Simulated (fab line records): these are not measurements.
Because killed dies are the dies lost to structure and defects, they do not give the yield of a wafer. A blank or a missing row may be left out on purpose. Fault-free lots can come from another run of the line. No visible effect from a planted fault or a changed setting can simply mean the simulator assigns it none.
Split-lot study ; flow n5_finfet ; 7 lots, 21 wafers read, on a route of 1938 steps

## ON THE SPLIT
At N5_BEOL_M7_ILD_DEP_00 (deposits SiCOH lowk from DEMS/porogen, target thk 179.75 nm, time 33.4 s), the setting time_s was moved away from the recipe's 33.4 s on 9 of the 21 wafers read, by -5.7% to +13.7%. For the rest of the wafers, this setting stayed at what the recipe calls for.

## THE PATH FROM SPLIT TO READING: the file shows 1 step between them
- N5_BEOL_M7_CURE_74: cures SiCOH lowk, time 240 s

## THE READING
M7_ILD_THK in nanometres, read at N5_BEOL_M7_THK_MEAS_01. On this fab line, fault-free wafers typically give 155.0 nm with a standard deviation of 2.2 nm.

wafer;tool, chamber at the split;time_s as run, s;against the recipe;M7_ILD_THK, nm;against lot-mates on the recipe
L080.1;pecvd-02, 2;33.4;recipe;150.6;-
L080.4;pecvd-02, 0;33.4;recipe;154.4;-
L080.5;pecvd-02, 1;33.4;recipe;157.1;-
L083.1;pecvd-02, 2;33.4;recipe;150.1;-
L083.4;pecvd-02, 2;33.4;recipe;154.3;-
L083.5;pecvd-02, 0;34.87;+4.4%;159.6;+7.4
L085.3;pecvd-01, 1;32.07;-4.0%;149.4;-8.5
L085.5;pecvd-01, 2;32.07;-4.0%;149.3;-8.6
L085.6;pecvd-01, 1;33.4;recipe;157.9;-
L087.1;pecvd-01, 1;31.49;-5.7%;147.2;-7.7
L087.2;pecvd-01, 2;33.4;recipe;154.9;-
L087.6;pecvd-01, 2;31.49;-5.7%;148.1;-6.8
L088.1;pecvd-01, 0;33.4;recipe;153.3;-
L088.2;pecvd-01, 2;31.65;-5.2%;147.3;-8.4
L088.6;pecvd-01, 1;33.4;recipe;158.2;-
L095.1;pecvd-04, 0;33.4;recipe;151.2;-
L095.3;pecvd-04, 1;37.14;+11.2%;170.0;+17.8
L095.4;pecvd-04, 2;33.4;recipe;153.2;-
L096.3;pecvd-04, 2;33.4;recipe;151.9;-
L096.5;pecvd-04, 1;37.96;+13.7%;176.8;+24.9
L096.6;pecvd-04, 2;37.96;+13.7%;173.5;+21.6

FIT RESULTS
A straight line over all 21 wafers: M7_ILD_THK changes by +1.43 nm for each +1% of time_s; r = +0.96; the points scatter about the line by 2.3 nm.
The same after taking each lot's own level away (the mean of its wafers on the recipe; 21 wafers): +1.65 nm for each +1%; r = +0.98; scatter 1.9 nm.
That fit puts the effect of the largest move of time_s on the reading at 23 nm.
Measured against the standard deviation above, the lots' own levels, which go from 151.90 to 157.90 nm, span 2.7 times it.
So the slope is not independent of the lot-to-lot level: the two fits are not the same.
Check: for one of the wafers moved furthest among these (+13.7%), held out of the fit, the line's prediction against its lot-mates is +21.6 nm. It came out at +24.9 nm against them.

## THESE WAFERS: OTHER SPLITS
These wafers also went through other splits before the reading. Each is held against what the fit with the lots' levels taken away leaves over:
other split on the same wafers;wafers away from the commonest value;r with M7_ILD_THK (lot level and that fit taken away)
N5_BEOL_M6_EXPOSE_08 dose_mj;5;-0.21
N5_BEOL_M6_ETCH_62 time_s;9;-0.06

## THE WHOLE CHAIN: every reading that the file lists as answering this split, in the file's order
step;what it does;reading;change (the file's fit);r (the file's)
N5_BEOL_M7_ILD_DEP_00;deposits SiCOH lowk from DEMS/porogen, target thk 179.75 nm, time 33.4 s;SiCOH_lowk_of_BEOL_M7_ILD_DEP_00.thk_nm (the simulator's own value, which no gauge read);+1.89 nm for each +1% of the setting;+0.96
N5_BEOL_M7_CURE_74;cures SiCOH lowk, time 240 s;SiCOH_lowk_of_BEOL_M7_ILD_DEP_00.thk_nm (the simulator's own value, which no gauge read);+1.65 nm for each +1% of the setting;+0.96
N5_BEOL_M7_THK_MEAS_01;;M7_ILD_THK;+1.65 for each +1% of the setting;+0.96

## FILE'S OWN FIT
M7_ILD_THK changes by +1.65 nm for each +1% of time_s, r = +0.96.
